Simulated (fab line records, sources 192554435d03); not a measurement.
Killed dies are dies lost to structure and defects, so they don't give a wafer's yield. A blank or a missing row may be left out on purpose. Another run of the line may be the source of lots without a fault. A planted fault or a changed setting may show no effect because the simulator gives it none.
Chamber matching + flow n5_finfet + N5_BEOL_M10_DESCUM_16 on rie_diel-01 has 4 sister chambers
The step chemistry O2, time 7.9 s. 18 wafers are shown with their chamber, then 9 later ones without.

WAFERS, EACH WITH ITS CHAMBER
| wafer  | chamber | throttle_valve_pct (%) | drypump_motor_current_A (A) | oes_product_au (a.u.) |
|--------|---------|------------------------|-----------------------------|-----------------------|
| L078.3 | 2       | 20.82                  | 4.9                         | 0.71                  |
| L078.4 | 3       | 20.36                  | 5.3                         | 0.69                  |
| L078.5 | 1       | 20.54                  | 5.2                         | 0.83                  |
| L079.3 | 0       | 20.21                  | 6.4                         | 0.79                  |
| L079.4 | 3       | 20.36                  | 5.4                         | 0.70                  |
| L079.6 | 0       | 20.20                  | 6.3                         | 0.79                  |
| L080.1 | 0       | 20.21                  | 6.4                         | 0.78                  |
| L080.3 | 2       | 20.84                  | 5.0                         | 0.70                  |
| L080.6 | 3       | 20.35                  | 5.3                         | 0.69                  |
| L082.1 | 1       | 20.54                  | 5.2                         | 0.83                  |
| L082.2 | 0       | 20.19                  | 6.4                         | 0.78                  |
| L082.4 | 2       | 20.82                  | 5.0                         | 0.70                  |
| L084.1 | 3       | 20.39                  | 5.3                         | 0.69                  |
| L084.2 | 2       | 20.84                  | 5.0                         | 0.69                  |
| L084.6 | 2       | 20.84                  | 5.0                         | 0.69                  |
| L085.2 | 3       | 20.37                  | 5.3                         | 0.69                  |
| L085.3 | 2       | 20.84                  | 5.0                         | 0.70                  |
| L085.6 | 2       | 20.83                  | 5.0                         | 0.70                  |

SIGNATURES, as means of the wafers listed above
| reading                 | chamber 0 | chamber 1 | chamber 2 | chamber 3 | scatter within a chamber |
|-------------------------|-----------|-----------|-----------|-----------|--------------------------|
| throttle_valve_pct      | 20.2025   | 20.5400   | 20.8329   | 20.3660   | 0.0111                   |
| drypump_motor_current_A | 6.375     | 5.200     | 4.986     | 5.320     | 0.0415                   |
| oes_product_au          | 0.7850    | 0.8300    | 0.6986    | 0.6920    | 0.00577                  |
Rule: a wafer's distance from a chamber is the root of the sum, over the readings, of the square of ((its reading less the chamber's mean) divided by the reading's scatter). The wafer belongs to the nearest chamber; if the next one is less than 2 further off, it can't be placed. The scatter: take each reading less its chamber's mean, square it, sum over the shown wafers, divide by the number of wafers less the number of chambers, and take the root.

WAFERS WITHOUT THEIR CHAMBER
| wafer  | throttle_valve_pct (%) | drypump_motor_current_A (A) | oes_product_au (a.u.) |
|--------|------------------------|-----------------------------|-----------------------|
| L086.1 | 20.83                  | 4.9                         | 0.69                  |
| L086.3 | 20.23                  | 6.4                         | 0.78                  |
| L086.6 | 20.87                  | 5.0                         | 0.69                  |
| L092.3 | 20.87                  | 4.9                         | 0.68                  |
| L092.4 | 20.24                  | 6.4                         | 0.76                  |
| L092.6 | 20.57                  | 5.2                         | 0.81                  |
| L095.2 | 20.89                  | 4.9                         | 0.68                  |
| L095.3 | 20.39                  | 5.3                         | 0.67                  |
| L095.4 | 20.59                  | 5.2                         | 0.79                  |

THE CHAMBER EACH PASSED THROUGH
| wafer  | from the rows above | in truth |
|--------|---------------------|----------|
| L086.1 | 2                   | 2        |
| L086.3 | 0                   | 0        |
| L086.6 | 2                   | 2        |
| L092.3 | 2                   | 2        |
| L092.4 | 0                   | 0        |
| L092.6 | 1                   | 1        |
| L095.2 | 2                   | 2        |
| L095.3 | 3                   | 3        |
| L095.4 | 1                   | 1        |
Correct placement for 9 of the 9. From these rows, 0 cannot be placed. Number placed wrongly: 0.
